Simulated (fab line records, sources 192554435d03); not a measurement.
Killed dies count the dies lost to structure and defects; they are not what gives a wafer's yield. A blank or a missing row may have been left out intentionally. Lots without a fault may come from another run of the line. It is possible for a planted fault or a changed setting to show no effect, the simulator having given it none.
fab line records	flow n5-finfet
record: lots: 8	wafers: 24	last-day: 19
route steps=1938 shown MOL_CONTACT_COAG@548 BEOL_M4@1111 PASSIVATION@1936
lots untouched by any fault: they come from a run of this same line in which no faults occurred
start-h: start of the lot's first displayed wafer, in hours after the record's first day	wait-h: hours from the lot's prior step to this one	" as in the row above	L1.1+2: several wafers, shown together as one row	- value missing, or start not given	* or withheld: withheld	< > ~ a bound
route shown NAME@n: a module of which the file shows steps, and the number in the route of the first	usual: mean/standard deviation of fault-free wafers	same: alike in all rows	chamber/n: place in a boat	sites: the reading at each site	_std_site: the values' standard deviation	_edge_site: mean of outer sites minus mean of inner sites	radius-mm: how far each site lies from the wafer's centre	mask NAME#n: copy n	behind: the most recent tool/chamber to have shaped the wafer	hold: why the lot went on hold/how many hours it stayed there/how the hold came to an end	device: whichever transistor did not switch (one of n, p or np)	end of line: tests run on the same wafers once the route is complete	a step given without rows: its recipe and nothing more	killed: count of dies lost to structure and defects at first sort (not the wafer's yield)	map: a wafer's dies, x killed, . not, _ none there
set.NAME: the setting that was run; set.NAME@STEP: the one run at that earlier step	model.NAME: the simulator's own value behind a step, which no gauge read
a sample of lots followed through the steps of the route, with each step as a table and each wafer as a row
services: the hour from which a tool's chamber was out of use, counted from the record's first day as start-h (under 0 if before that day), plus the number of hours and why
== steps ==
step: N5_MOL_CONTACT_COAG_CO_FILL_22
recipe: material: Co	target-thk-a: 200	temp-c: 200	precursor: CCTBA/H2	pressure-torr: 30
usual: chamber-pressure-Torr: 29.99/0.066	heater-power-w: 240/21
lot.wafer	tool	chamber	start-h	wait-h	chamber-pressure-Torr	heater-power-w
L949.4	cvd-co-02	0	112.91	0.4	29.90	249
L949.5	"	1	"	"	29.93	217
L949.6	"	2	"	"	30.02	247
L951.2	cvd-co-02	2	131.03	0.1	30.07	242
L951.5	"	2	"	"	29.96	237
L951.6	"	1	"	"	30.03	223
L958.4	cvd-co-01	1	172.53	0.4	30.08	221
L958.5	"	2	"	"	30.01	228
L958.6	"	0	"	"	30.03	274
L963.1	cvd-co-01	2	192.67	0.1	29.96	223
L963.3	"	1	"	"	30.05	224
L963.6	"	2	"	"	29.97	223
L965.1	cvd-co-01	2	206.75	0.1	29.97	227
L965.3	"	0	"	"	30.05	275
L965.6	"	0	"	"	30.04	286
L966.1	cvd-co-01	1	212.71	0.1	30.06	225
L966.2	"	2	"	"	30.08	220
L966.3	"	0	"	"	30.08	273
L967.2	cvd-co-01	0	217.24	0.1	29.95	275
L967.3	"	1	"	"	30.02	220
L967.6	"	1	"	"	29.96	223
L968.4	cvd-co-02	0	228.86	0.4	30.00	248
L968.5	"	2	"	"	30.04	239
L968.6	"	1	"	"	29.97	217
step: N5_MOL_CONTACT_COAG_SPUTTER_130
recipe: material: Co	target-thk-a: 475	temp-c: 25	chamber-pressure-pa: 0.5	power-w: 3000
usual: throttle-valve-pct: 30.4/1.1
lot.wafer	tool	chamber	start-h	wait-h	throttle-valve-pct
L949.4	pvd-sputter-02	-	116.63	0.0	29.9
L949.5	"	-	"	"	31.4
L949.6	"	-	"	"	30.3
L951.2	pvd-sputter-01	-	134.40	0.0	30.4
L951.5	"	-	"	"	28.4
L951.6	"	-	"	"	30.4
L958.4	pvd-sputter-02	-	176.00	0.0	31.7
L958.5	"	-	"	"	30.1
L958.6	"	-	"	"	31.3
L963.1	pvd-sputter-03	-	195.12	0.0	30.0
L963.3	"	-	"	"	29.6
L963.6	"	-	"	"	29.6
L965.1	pvd-sputter-03	-	211.41	0.0	32.5
L965.3	"	-	"	"	29.8
L965.6	"	-	"	"	28.9
L966.1	pvd-sputter-02	-	215.97	0.0	31.6
L966.2	"	-	"	"	31.3
L966.3	"	-	"	"	30.2
L967.2	pvd-sputter-03	-	221.78	0.0	29.5
L967.3	"	-	"	"	32.8
L967.6	"	-	"	"	29.0
L968.4	pvd-sputter-03	-	232.11	0.0	32.6
L968.5	"	-	"	"	29.6
L968.6	"	-	"	"	32.5
step: N5_MOL_CONTACT_COAG_CMP_23
recipe: stop-on: SiO2	t-overpolish-s: 1.5	post-cmp-clean: cu-alkaline	down-force-psi: 2	platen-rpm: 50.289	pad-velocity-m-s: 1.0006	target-thk-nm: 0
usual: motor-current-A: 7.9/0.92	overpolish-run-s: 1.499/0.0097	time-to-endpoint-s: 10.3/2.5
same: t-overpolish-s: 1.5
lot.wafer	tool	chamber	start-h	wait-h	motor-current-A	overpolish-run-s	time-to-endpoint-s
L949.4	cmp-03	2	116.93	0.1	7.3	1.503	14.4
L949.5	"	3	"	"	9.3	1.513	9.7
L949.6	"	0	"	"	7.7	1.506	11.8
L951.2	cmp-02	0	134.66	0.1	6.5	1.498	7.6
L951.5	"	2	"	"	7.7	1.508	7.8
L951.6	"	3	"	"	6.5	1.502	6.7
L958.4	cmp-03	2	176.18	0.0	7.8	1.503	14.0
L958.6	"	2	"	"	8.1	1.501	13.4
L958.5	"	3	"	"	9.6	1.500	10.9
L963.3	cmp-02	0	195.31	0.0	6.6	1.508	7.4
L963.1	"	1	"	"	8.3	1.505	8.1
L963.6	"	1	"	"	8.7	1.496	9.9
L965.3	cmp-02	1	211.60	0.0	8.1	1.510	12.3
L965.1	"	0	"	"	6.7	1.497	11.8
L965.6	"	2	"	"	7.5	1.500	11.5
L966.3	cmp-03	2	216.15	0.0	7.8	1.508	11.1
L966.1	"	0	"	"	7.7	1.483	11.7
L966.2	"	1	"	"	7.6	1.509	8.9
L967.2	cmp-01	2	222.00	0.1	8.3	1.504	6.7
L967.3	"	0	"	"	8.4	1.492	11.6
L967.6	"	1	"	"	9.4	1.498	12.4
L968.4	cmp-01	1	232.37	0.1	9.4	1.478	11.4
L968.5	"	3	"	"	6.5	1.501	8.8
L968.6	"	0	"	"	8.4	1.504	8.7
step: N5_MOL_CONTACT_COAG_ETCH_91
recipe: chemistry: N2/H2	target: SOC	target-depth-a: 600	overetch-a: 210	mask-material: SiARC	temp-c: 40	time-s: 101.2	ion-energy-ev: 200	pressure-mtorr: 30	source-w: 840	bias-w: 150	n2-flow-sccm: 200	h2-flow-sccm: 200
usual: drypump-motor-current-A: 5.5/0.31	oes-product-au: 0.68/0.064	rf-vpp-V: 524.9/1.9	showerhead-plenum-p-Torr: 2.58/0.065	throttle-valve-pct: 17.80/0.2
lot.wafer	tool	chamber	start-h	wait-h	drypump-motor-current-A	oes-product-au	rf-hours-counter-h	rf-vpp-V	showerhead-plenum-p-Torr	throttle-valve-pct
L949.4	rie-diel-02	2	121.22	0.0	5.5	0.62	159	524.1	2.53	17.66
L949.5	"	2	"	"	5.5	0.63	-	524.3	2.53	17.67
L949.6	"	1	"	"	4.7	0.71	-	525.4	2.57	17.97
L951.2	rie-diel-02	2	139.13	0.0	5.5	0.62	167	523.5	2.53	17.69
L951.5	"	3	"	"	5.1	0.63	-	528.1	2.64	17.71
L951.6	"	0	"	"	5.7	0.59	-	527.1	2.63	18.31
L958.4	rie-diel-04	1	180.81	0.0	5.4	0.88	34	522.4	2.49	17.84
L958.5	"	3	"	"	5.6	0.71	-	525.2	2.58	17.75
L958.6	"	0	"	"	5.7	0.60	-	523.1	2.51	17.87
L963.1	rie-diel-01	2	199.48	0.0	6.1	0.72	59	526.7	2.68	17.54
L963.3	"	3	"	"	5.7	0.73	49	521.2	2.48	17.62
L963.6	"	1	"	"	5.9	0.57	-	528.0	2.61	17.94
L965.1	rie-diel-04	0	215.75	0.0	5.7	0.59	234	523.2	2.50	17.90
L965.3	"	3	"	"	5.6	0.70	63	524.3	2.57	17.76
L965.6	"	3	"	"	5.6	0.70	-	525.5	2.57	17.77
L966.1	rie-diel-04	3	220.45	0.0	5.6	0.69	65	524.5	2.57	17.77
L966.2	"	2	"	"	5.4	0.70	81	523.4	2.58	17.86
L966.3	"	3	"	"	5.6	0.70	-	525.1	2.57	17.78
L967.2	rie-diel-02	3	226.16	0.0	5.1	0.61	190	526.2	2.63	17.76
L967.3	"	0	"	"	5.7	0.56	238	526.5	2.62	18.34
L967.6	"	0	"	"	5.6	0.57	-	524.2	2.62	18.37
L968.4	rie-diel-01	1	236.90	0.0	5.9	0.56	241	525.8	2.61	17.97
L968.5	"	0	"	"	5.3	0.71	-	527.1	2.68	17.60
L968.6	"	1	"	"	5.9	0.56	-	527.1	2.61	17.96
step: N5_MOL_CONTACT_COAG_ETCH_47
recipe: chemistry: CH3F/O2	target: SiNx	target-depth-a: 270	mask-material: SiO2	stop-on: W	over-etch-frac: 0.2	ion-energy-ev: 120	endpoint: OES-CN	pressure-mtorr: 30	source-w: 395	bias-w: 73	Ar_flow_sccm: 150	CH3F_flow_sccm: 30	O2_flow_sccm: 20	ends: end-point
usual: CH3F_flow_sccm: 30.02/0.097	drypump-motor-current-A: 5.5/0.31	etch-rf-on-time-s: 30.9/0.4	oes-product-au: 0.72/0.071	rf-vpp-V: 297/4.3	showerhead-plenum-p-Torr: 2.03/0.052	throttle-valve-pct: 16.34/0.18
lot.wafer	tool	chamber	start-h	wait-h	CH3F_flow_sccm	drypump-motor-current-A	etch-rf-on-time-s	oes-product-au	rf-hours-counter-h	rf-vpp-V	showerhead-plenum-p-Torr	throttle-valve-pct
L949.4	rie-diel-02	2	121.45	0.0	30.06	5.5	31.7	0.66	159	303	2.00	16.27
L949.5	"	2	"	"	30.03	5.5	31.6	0.67	-	301	2.00	16.27
L949.6	"	1	"	"	30.07	4.6	31.3	0.74	-	297	2.02	16.51
L951.2	rie-diel-02	2	139.36	0.0	30.08	5.5	31.0	0.67	167	304	1.99	16.28
L951.5	"	3	"	"	29.87	5.1	31.1	0.68	-	299	2.08	16.32
L951.6	"	0	"	"	30.06	5.7	30.4	0.64	-	298	2.06	16.73
L958.4	rie-diel-04	1	181.04	0.0	30.21	5.4	30.3	0.47	34	292	1.95	16.16
L958.5	"	3	"	"	29.96	5.6	30.9	0.77	-	296	2.03	16.31
L958.6	"	0	"	"	30.19	5.7	31.5	0.63	-	294	1.97	16.54
L963.1	rie-diel-01	2	199.71	0.0	30.02	6.1	30.7	0.78	59	304	2.11	16.11
L963.3	"	3	"	"	30.03	5.7	31.0	0.77	49	294	1.95	16.15
L963.6	"	1	"	"	30.03	5.9	30.7	0.61	-	299	2.06	16.47
L965.1	rie-diel-04	0	215.98	0.0	30.07	5.7	31.5	0.63	234	297	1.97	16.57
L965.3	"	3	"	"	30.23	5.6	30.3	0.75	63	295	2.03	16.34
L965.6	"	3	"	"	30.19	5.6	30.6	0.75	-	295	2.03	16.34
L966.1	rie-diel-04	3	220.80	0.0	29.85	5.6	31.2	0.74	65	297	2.03	16.33
L966.2	"	2	"	"	30.15	5.4	31.1	0.74	81	293	2.03	16.37
L966.3	"	3	"	"	29.92	5.6	31.1	0.74	-	296	2.03	16.35
L967.2	rie-diel-02	3	226.39	0.0	30.01	5.1	31.5	0.64	190	298	2.07	16.36
L967.3	"	0	"	"	30.06	5.6	30.7	0.62	238	299	2.05	16.77
L967.6	"	0	"	"	30.02	5.7	30.8	0.61	-	299	2.05	16.79
L968.4	rie-diel-01	1	237.13	0.0	30.06	5.9	31.2	0.60	241	299	2.06	16.49
L968.5	"	0	"	"	29.94	5.2	30.7	0.76	-	306	2.11	16.11
L968.6	"	1	"	"	30.01	5.9	30.8	0.61	-	299	2.06	16.49
step: N5_MOL_CONTACT_COAG_CD_MEAS_137
recipe: target-cd-nm: 16
usual: cd-nm: 15.99/0.28
lot.wafer	tool	chamber	start-h	wait-h	cd-nm
L949.4	cd-sem-03	-	121.68	0.0	16.21
L949.5	"	-	"	"	16.05
L949.6	"	-	"	"	16.33
L951.2	cd-sem-03	-	139.59	0.0	16.37
L951.5	"	-	"	"	16.72
L951.6	"	-	"	"	15.74
L958.4	cd-sem-03	-	181.29	0.0	14.97
L958.5	"	-	"	"	15.98
L958.6	"	-	"	"	15.89
L963.1	cd-sem-03	-	199.94	0.0	15.76
L963.3	"	-	"	"	16.21
L963.6	"	-	"	"	15.74
L965.1	cd-sem-03	-	216.21	0.0	16.42
L965.3	"	-	"	"	15.68
L965.6	"	-	"	"	16.16
L966.1	cd-sem-01	-	221.05	0.0	16.08
L966.2	"	-	"	"	15.77
L966.3	"	-	"	"	15.25
L967.2	cd-sem-02	-	226.62	0.0	15.85
L967.3	"	-	"	"	16.02
L967.6	"	-	"	"	15.88
L968.4	cd-sem-03	-	237.36	0.0	16.52
L968.5	"	-	"	"	15.96
L968.6	"	-	"	"	16.18
step: N5_BEOL_M4_RC_MEAS_101
usual: DIBL_N: 36.2/1.2	DIBL_P: 36.3/1.3	IOFF_N: 0.155/0.019	IOFF_P: 0.210/0.029	ION_N: 677/8.6	ION_P: 465/6.8	SS_N: 71.4/0.48	SS_P: 73.2/0.53	VT_N: 249.9/2.4	VT_P: -250/3.2
lot.wafer	tool	chamber	start-h	wait-h	DIBL_N[mV/V]	DIBL_P[mV/V]	IOFF_N[nA/um]	IOFF_P[nA/um]	ION_N[uA/um]	ION_P[uA/um]	SS_N[mV/dec]	SS_P[mV/dec]	VT_N[mV]	VT_P[mV]
L949.4	prober-01	0	188.14	0.5	34.5	35.1	0.138	0.196	682	470	70.4	73.4	250.0	-249
L949.5	"	0	"	"	34.6	34.9	0.140	0.194	670	465	70.7	72.7	251.1	-251
L949.6	"	0	"	"	34.0	34.1	0.121	0.177	664	456	70.3	72.9	253.0	-254
L951.2	prober-02	0	206.36	0.2	37.6	37.0	0.164	0.198	679	458	71.6	73.7	248.7	-252
L951.5	"	0	"	"	37.2	36.6	0.149	0.181	673	457	71.4	74.1	252.1	-253
L951.6	"	0	"	"	36.1	35.7	0.144	0.183	674	465	71.0	73.3	251.6	-251
L958.5	prober-01	0	261.83	0.6	34.9	34.8	0.127	0.173	664	461	71.5	72.1	252.5	-252
L958.6	"	0	"	"	37.9	38.3	0.181	0.234	681	466	72.2	73.4	248.7	-250
L965.1	prober-02	0	284.92	0.0	35.8	36.8	0.170	0.225	678	472	71.5	73.3	245.8	-248
L965.3	"	0	"	"	35.6	36.4	0.158	0.217	681	469	71.2	73.2	249.6	-248
L965.6	"	0	"	"	34.0	34.9	0.139	0.197	679	467	70.5	73.4	247.4	-249
L963.1	prober-02	0	292.39	0.0	38.3	36.4	0.164	0.178	679	460	70.9	73.2	250.1	-255
L963.3	"	0	"	"	38.5	36.8	0.166	0.186	676	451	71.7	73.6	251.8	-254
L963.6	"	0	"	"	37.0	35.2	0.143	0.159	678	459	71.3	72.5	249.1	-256
L966.1	prober-02	0	303.74	0.0	34.4	35.3	0.122	0.160	668	457	70.6	72.8	253.7	-255
L966.2	"	0	"	"	35.5	36.5	0.139	0.180	681	462	71.3	73.1	249.6	-254
L966.3	"	0	"	"	35.8	36.0	0.135	0.172	664	452	71.3	72.6	249.5	-251
L967.2	prober-02	0	308.16	0.2	37.6	36.5	0.155	0.207	665	457	71.7	72.6	250.2	-250
L967.3	"	0	"	"	37.3	37.1	0.156	0.218	680	465	71.6	72.3	250.3	-249
L967.6	"	0	"	"	37.2	36.3	0.147	0.203	671	467	71.3	73.1	250.7	-249
L968.4	prober-02	0	329.51	0.5	36.7	36.1	0.170	0.206	676	466	71.5	73.0	247.0	-251
L968.5	"	0	"	"	36.6	35.9	0.166	0.199	676	461	70.6	73.5	250.3	-252
L968.6	"	0	"	"	37.7	38.0	0.184	0.240	690	471	72.1	73.9	245.6	-249
step: N5_PASSIVATION_PROBE_49
usual: defect-limited-yield: 91.2/1.4	killed_at_M0_to_M3: 34/10	killed_at_M4_up: 13/5.1	killed-at-contacts: 12/6.5	killed-at-front-end: 41/11	killed-at-other: 4/3.3	killed-dies: 104/16	killed-on-rim: 14/3.9	killed-open: 69/13	killed-short: 33/7	sort_bin_5_function: 5.1/0.91	sort_bin_6_memory: 3.3/0.69	sort-n-pass: 1076/16	sort-yield-pct: 91.2/1.4
same: gross-dies: 1180	killed-at-back-side: 0	sort_bin_4_leakage[%]: 0	sort_bin_8_speed[%]: 0
lot.wafer	tool	chamber	start-h	wait-h	defect-limited-yield[%]	killed_at_M0_to_M3	killed_at_M4_up	killed-at-contacts	killed-at-front-end	killed-at-other	killed-dies	killed-on-rim	killed-open	killed-short	sort_bin_5_function[%]	sort_bin_6_memory[%]	sort-n-pass	sort-yield-pct[%]
L958.4	prober-01	-	358.11	0.2	19.8	27	14	847	51	7	946	108	78	29	76.3	3.8	234	19.8
L958.5	prober-01	-	358.16	0.2	93.4	23	12	6	36	1	78	13	38	35	3.5	2.5	1102	93.4
L958.6	prober-01	-	358.21	0.3	92.3	27	9	16	31	8	91	9	62	29	5.0	2.5	1089	92.3
killed by level:class
L958.4 MOL_CONTACT_COAG:area-etch=839 FIN_SAQP:geometric-particle:open=15 STI_FIN_REVEAL:geometric-particle:open=10 MOL_CONTACT_COAG:geometric-particle:open=6 BEOL_M0_SAQP:geometric-particle:open=6 BEOL_M0_SAQP:geometric-particle:short=6 FIN_SAQP:geometric-particle:short=5 BEOL_M1:geometric-particle:open=5
L958.5 STI_FIN_REVEAL:geometric-particle:open=11 BEOL_M0_SAQP:geometric-particle:short=8 MOL_CONTACT_COAG:geometric-particle:short=4 BEOL_M3:geometric-particle:open=4 STARTING-WAFER:geometric-particle:short=4 BEOL_M5:geometric-particle:short=4 FIN_SAQP:geometric-particle:open=3 STI_FIN_REVEAL:geometric-particle:short=3
L958.6 MOL_CONTACT_COAG:geometric-particle:open=13 FIN_SAQP:geometric-particle:open=9 BEOL_M0_SAQP:geometric-particle:short=7 BEOL_M3:geometric-particle:open=7 STI_FIN_REVEAL:geometric-particle:open=6 BEOL_M0_SAQP:geometric-particle:open=5 BEOL_M2:geometric-particle:open=4 BEOL_M4:geometric-particle:open=4
== services ==
tool	chamber	start-h	hours	kind
rie-diel-04	-	89.16	0.4	repair
cmp-03	-	91.12	5.3	pm
rie-diel-02	0	113.52	7.3	repair
cvd-co-01	1	114.67	-	clean
cmp-01	-	118.38	4.0	pm
cmp-02	-	129.15	2.0	repair
rie-diel-01	1	136.85	10.3	repair
rie-diel-02	1	137.28	9.5	repair
rie-diel-04	3	144.66	14.2	repair
pvd-sputter-01	-	146.86	5.2	repair
rie-diel-02	-	159.50	1.4	repair
rie-diel-01	0	183.85	7.7	repair
cmp-02	-	184.37	4.0	pm
cvd-co-02	-	185.61	0.4	repair
cmp-03	-	186.39	4.2	pm
cmp-01	-	191.57	0.8	repair
rie-diel-02	3	195.74	3.8	repair
cvd-co-02	2	198.84	5.5	repair
rie-diel-04	1	207.48	14.3	repair
rie-diel-04	-	209.64	0.6	repair
cvd-co-01	-	216.40	0.4	repair
rie-diel-04	0	217.81	6.3	repair
cmp-01	-	217.95	2.7	repair
rie-diel-02	2	227.15	4.2	repair
== key ==
first-sign: step: N5_MOL_CONTACT_COAG_ETCH_91	reading: oes-product-au	direction: up	sigmas: 3.2	usual: 0.68	struck: 0.88
effect: step: N5_MOL_CONTACT_COAG_ETCH_47	reading: oes-product-au	direction: down	sigmas: 3.6	usual: 0.72	struck: 0.47
effect: step: N5_MOL_CONTACT_COAG_CD_MEAS_137	reading: cd-nm	direction: down	sigmas: 3.7	usual: 15.99	struck: 14.97
effect: step: N5_PASSIVATION_PROBE_49	reading: killed-at-contacts	direction: up	sigmas: 99+	usual: 12	struck: 847
more-kills-born-at: N5_MOL_CONTACT_COAG_ETCH_91@rie-diel-04: 839
met-at N5_MOL_CONTACT_COAG_ETCH_91
struck-lots L958
struck-wafers L958.4
later-rows-left-out L958.4
not-acting-at N5_MOL_CONTACT_COAG_CO_FILL_22,N5_MOL_CONTACT_COAG_SPUTTER_130,N5_MOL_CONTACT_COAG_CMP_23
fault: kind: process-parameter-drift	tool: rie-diel-04	chamber: 1	onset-h: 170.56	steps: N5_MOL_CONTACT_COAG_ETCH_91	channel: target-depth-a	offset: -232.32	shape: step	end-h: 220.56	acts-in: these-recipes-only	stated: 600
later-rows-left-out: the simulator's readings of these wafers behind a module that went badly wrong aren't trusted and aren't shown, but for the sort
